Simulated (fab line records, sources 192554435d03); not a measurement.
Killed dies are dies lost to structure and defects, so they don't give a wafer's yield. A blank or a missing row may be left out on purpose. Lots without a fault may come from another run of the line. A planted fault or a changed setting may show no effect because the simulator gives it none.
Which tool did it? | flow n5_finfet | 12 lots, 36 wafers sampled, at 2 steps of a route of 1938

WHAT THE GAUGES READ, wafer by wafer
N5_BEOL_M6_INSPECT_58: inspects for defects (darkfield).
lot  | measured     | on                | raw_defect_count
L075 | day 9 14:46  | defect_inspect-02 | 65 60 70
L076 | day 9 18:31  | defect_inspect-02 | 106 88 69
L079 | day 10 19:31 | defect_inspect-01 | 146 103 92
L081 | day 11 03:30 | defect_inspect-02 | 39 40 41
L085 | day 11 21:56 | defect_inspect-01 | 43 47 58
L087 | day 12 03:42 | defect_inspect-02 | 66 59 72
L086 | day 12 07:43 | defect_inspect-01 | 70 28 70
L089 | day 12 20:28 | defect_inspect-02 | 46 51 39
L091 | day 13 21:13 | defect_inspect-01 | 90 46 85
L093 | day 14 03:49 | defect_inspect-01 | 63 51 28
L097 | day 14 20:10 | defect_inspect-02 | 75 84 56
L095 | day 15 00:31 | defect_inspect-01 | 48 47 61

WHICH TOOL RAN EACH LOT (tool, then ch and the chambers of the sampled wafers, then the start)
lot  | N5_BEOL_M6_SPUTTER_48
L075 | pvd_sputter-03, day 9 13:48
L076 | pvd_sputter-02, day 9 17:13
L079 | pvd_sputter-01, day 10 18:28
L081 | pvd_sputter-01, day 11 01:23
L085 | pvd_sputter-02, day 11 20:58
L087 | pvd_sputter-03, day 12 02:44
L086 | pvd_sputter-01, day 12 06:38
L089 | pvd_sputter-01, day 12 19:29
L091 | pvd_sputter-03, day 13 20:03
L093 | pvd_sputter-03, day 14 02:41
L097 | pvd_sputter-01, day 14 19:00
L095 | pvd_sputter-02, day 14 23:30
- N5_BEOL_M6_SPUTTER_48: material Cu, target thk 10 nm, time 1.667 s.

THE ANSWER, worked out from the rows above alone
Rule: what is usual is taken from the lots themselves. Put in order of their means at a reading, lots are off if they are a third of the lots or fewer, leave a main group of 4 or more, and stand apart from it by a gap of 3 or more times the standard deviation of the main group's means; of several such gaps the widest counts. A main group whose means are all the same, to the digits that the tables above print for the reading, isn't used. A lot without any number at a reading at which 4 lots or more have one is off too. The other lots that the step has rows for count as sound.
No lot is off at any reading shown: from this, nothing can be told.

WHAT THE SIMULATOR HAD PUT IN
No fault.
